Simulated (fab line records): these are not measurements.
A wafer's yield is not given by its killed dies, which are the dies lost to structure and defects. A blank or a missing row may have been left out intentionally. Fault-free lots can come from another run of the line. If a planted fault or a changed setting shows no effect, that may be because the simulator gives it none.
A lot that was struck, set against a sound lot + flow n5Finfet + 37 out of 1938 route steps
Sound: the wafers L575.1, L575.3, L575.4. Struck: wafers L563.2, L563.6 (left out: L563.4, a lot-mate that was not struck); the cause follows at the end.
Per side, at each step with rows, come the tool, then ch with its chambers, and then its first start. Under that, the readings that differ: sound wafers + struck wafers + difference of the means + sigmas: that difference in standard deviations of wafers without a fault.
alike: readings with means less than 2 such deviations apart, plus words and numbers identical on both sides. not compared: withheld readings, readings lacking a value on some wafer, bounds such as >300 that could conceal the same value, and numbers that have no deviation in the record and whose values overlap.
A row with sigmas, a row that says differs or no value, or rows on one side alone: a step with any of these is where the two part. When numbers do not overlap yet have no deviation, they are printed without sigmas and do not part them. Lack of a reading on every wafer of one side parts them only where that side has two or more wafers.

first, 8 steps without rows for these wafers: N5_BEOL_M2_ANNEAL_51 (time 90 s); N5_BEOL_M2_CMP_52 (polishes, stops on SiOC, t overpolish 6.8 s, target thk 40 nm); N5_BEOL_M2_PRE_CLEAN_60 (time 15 s); N5_BEOL_M2_CO_CAP_55 (material Co, precursor CCTBA/H2, target thk 2 nm, time 102.1 s); N5_BEOL_M2_PRE_CLEAN_56 (time 15 s); N5_BEOL_M2_DEP_57 (deposits SiCN from 3MS/NH3, target thk 8 nm, time 14 s); N5_BEOL_M3_ILD_DEP_00 (deposits SiOC from DEMS/O2, target thk 79 nm, time 15.3 s); N5_BEOL_M3_PECVD_72 (deposits SiO2 from TEOS/O2, target thk 16 nm, time 18 s).
N5_BEOL_M3_HM_DEP_02: deposits TiN, target thk 20 nm.
  sound: pvdSputter-02 at day 10 21:14; struck: pvdSputter-01 at day 7 13:50
| reading                                   | sound        | struck    | difference | sigmas |
|-------------------------------------------|--------------|-----------|------------|--------|
| model.TiN_of_BEOL_M3_HM_DEP_02.thkNm (nm) | 20.2 20.4 20 | 15.8 15.6 | -4.5       |        |
  alike: throttleValvePct
then, 16 steps without rows for these wafers: N5_BEOL_M3_COAT_61 (time 60 s, resist thk 60 nm); N5_BEOL_M3_COAT_62 (time 60 s, resist thk 12 nm); N5_BEOL_M3_COAT_73 (time 60 s, resist thk 5 nm); N5_BEOL_M3_COAT_05 (resist thk 30 nm); N5_BEOL_M3_EBR_07; N5_BEOL_M3_SOFTBAKE_06 (time 60 s); N5_BEOL_M3_EXPOSE_08 (exposes mask M3); N5_BEOL_M3_PEB_09 (peb time 60 s); N5_BEOL_M3_DEVELOP_10 (develop time 30 s); N5_BEOL_M3_DESCUM_16 (chemistry O2, time 7 s); N5_BEOL_M3_ETCH_74 (etches underlayer in N2/H2, target depth 6.5 nm, time 5.2 s); N5_BEOL_M3_ETCH_63 (etches SiARC in CF4, target depth 15.6 nm, time 26 s); N5_BEOL_M3_ETCH_64 (etches SOC in N2/H2, target depth 75 nm, overetch 15 nm, time 112.5 s); N5_BEOL_M3_STRIP_65 (strips in N2/H2); N5_BEOL_M3_STRIP_75 (strips in N2/H2); N5_BEOL_M3_STRIP_66 (strips in CF4).
N5_BEOL_M3_HM_OPEN_17: chemistry Cl2/BCl3, target TiN, target depth 20 nm, overetch 6 nm.
  sound on rieMetal-02 ch 0,1, day 10 22:07; struck on rieMetal-03 ch 1, day 7 14:43
| reading                 | sound             | struck      | difference | sigmas |
|-------------------------|-------------------|-------------|------------|--------|
| mfcCl2Sccm (sccm)       | 53.50 53.47 53.36 | 53.06 53.14 | -0.34      | -2     |
| model.etch.depthNm (nm) | 20.15 20.31 20.09 | 15.84 15.53 | -4.50      |        |
  alike: drypumpMotorCurrentA, oesProductAu, throttleValvePct
  not compared: rfHoursCounterH
then, 8 steps without rows for these wafers: N5_BEOL_M3_STRIP_19 (strips in O2); N5_BEOL_M3_COAT_67 (time 60 s, resist thk 60 nm); N5_BEOL_M3_COAT_68 (time 60 s, resist thk 12 nm); N5_BEOL_M3_COAT_76 (time 60 s, resist thk 5 nm); N5_BEOL_M3_COAT_22 (resist thk 30 nm); N5_BEOL_M3_EBR_24; N5_BEOL_M3_SOFTBAKE_23 (time 60 s); N5_BEOL_M3_EXPOSE_25 (exposes mask V2, defocus 5 nm).
N5_BEOL_M3_TRENCH_ETCH_37: etches SiOC in C4F6/O2, target depth 55.555 nm, time 29.2 s.
  sound: rieDiel-03 ch 0,1,3; struck: rieDiel-03 ch 2,3
| reading                                   | sound        | struck    | difference | sigmas |
|-------------------------------------------|--------------|-----------|------------|--------|
| model.TiN_of_BEOL_M3_HM_DEP_02.thkNm (nm) | 17.8 18 17.8 | 13.6 13.2 | -4.5       |        |
  alike: drypumpMotorCurrentA, oesProductAu, rfVppV, showerheadPlenumPTorr, throttleValvePct
  not compared: rfHoursCounterH
N5_BEOL_M4_RC_MEAS_101:
  sound on prober-01 ch 0, day 11 22:49; struck on prober-02 ch 0, day 8 11:43
  alike: DIBL_N, DIBL_P, IOFF_N, IOFF_P, ION_N, ION_P, SS_N, SS_P, VT_N, VT_P
N5_PASSIVATION_PROBE_49:
  sound wafers here have rows in the record (prober-02, day 16 08:13); struck ones have none

WHERE THEY PART
Earliest at N5_BEOL_M3_HM_OPEN_17; latest, in this record, at N5_PASSIVATION_PROBE_49.

WHY: what had been put in by the simulator
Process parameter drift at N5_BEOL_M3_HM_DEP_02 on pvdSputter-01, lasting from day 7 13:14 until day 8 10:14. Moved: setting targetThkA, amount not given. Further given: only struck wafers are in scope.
